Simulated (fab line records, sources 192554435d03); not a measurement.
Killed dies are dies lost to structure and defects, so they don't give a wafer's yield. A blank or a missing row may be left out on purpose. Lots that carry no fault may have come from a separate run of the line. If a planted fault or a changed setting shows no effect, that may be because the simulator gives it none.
Which tool is to blame?    flow n5 finfet    10 lots, 29 wafers sampled, at 2 steps of a route of 1938

WHAT THE GAUGES READ, wafer by wafer
N5_BEOL_M9_CD_MEAS_28: the cd target is 70 nm.
lot   measured      on         cd nm (nm)
L444  day 10 07:20  cd sem-03  70.5 70.0 70.3
L446  day 10 16:27  cd sem-02  70.0 69.8 69.8
L451  day 11 20:38  cd sem-03  69.7 69.6 69.5
L449  day 11 20:40  cd sem-01  70.1 70.5
L454  day 12 21:53  cd sem-03  69.7 70.3 70.1
L462  day 15 04:44  cd sem-01  70.2 70.8 70.3
L464  day 15 23:56  cd sem-01  70.4 70.0 70.3
L465  day 16 00:05  cd sem-01  69.7 69.4 70.2
L467  day 16 07:53  cd sem-03  70.2 70.0 69.9
L466  day 16 13:37  cd sem-03  70.1 69.9 69.7

TOOL THAT RAN EACH LOT (tool first, then ch and the chambers of the sampled wafers, then the start)
lot   N5_BEOL_M9_ETCH_62
L444  rie diel-06 ch 0,2,3, day 10 05:28
L446  rie diel-06 ch 0,1,3, day 10 15:32
L451  rie diel-06 ch 0,2,3, day 11 17:04
L449  rie diel-05 ch 1,2, day 11 17:10
L454  rie diel-06 ch 1,2, day 12 21:05
L462  rie diel-03 ch 0,1,3, day 15 03:55
L464  rie diel-03 ch 1,3, day 15 23:13
L465  rie diel-05 ch 0,2,3, day 15 23:28
L467  rie diel-03 ch 0,1, day 16 07:12
L466  rie diel-06 ch 2,3, day 16 09:27
- N5_BEOL_M9_ETCH_62: etches SOC in N2/H2, target depth 110 nm, overetch 22 nm, time 165 s.

THE ANSWER, worked out from the rows above alone
Rule: what is usual is taken from the lots themselves. The widest of any qualifying gaps counts: lots, ordered by their means at a reading, are off when they make up no more than a third of the lots, leave a main group of 4 or more, and stand apart from it by 3 or more times the standard deviation of that group's means. The tables above print the reading to a certain number of digits; a main group whose means all agree to those digits is not used. A lot without any number at a reading at which 4 lots or more have one is off too. Any other lot the step has rows for is counted as sound.
No lot is off at any reading shown: from this, nothing can be told.

WHAT THE SIMULATOR PUT IN
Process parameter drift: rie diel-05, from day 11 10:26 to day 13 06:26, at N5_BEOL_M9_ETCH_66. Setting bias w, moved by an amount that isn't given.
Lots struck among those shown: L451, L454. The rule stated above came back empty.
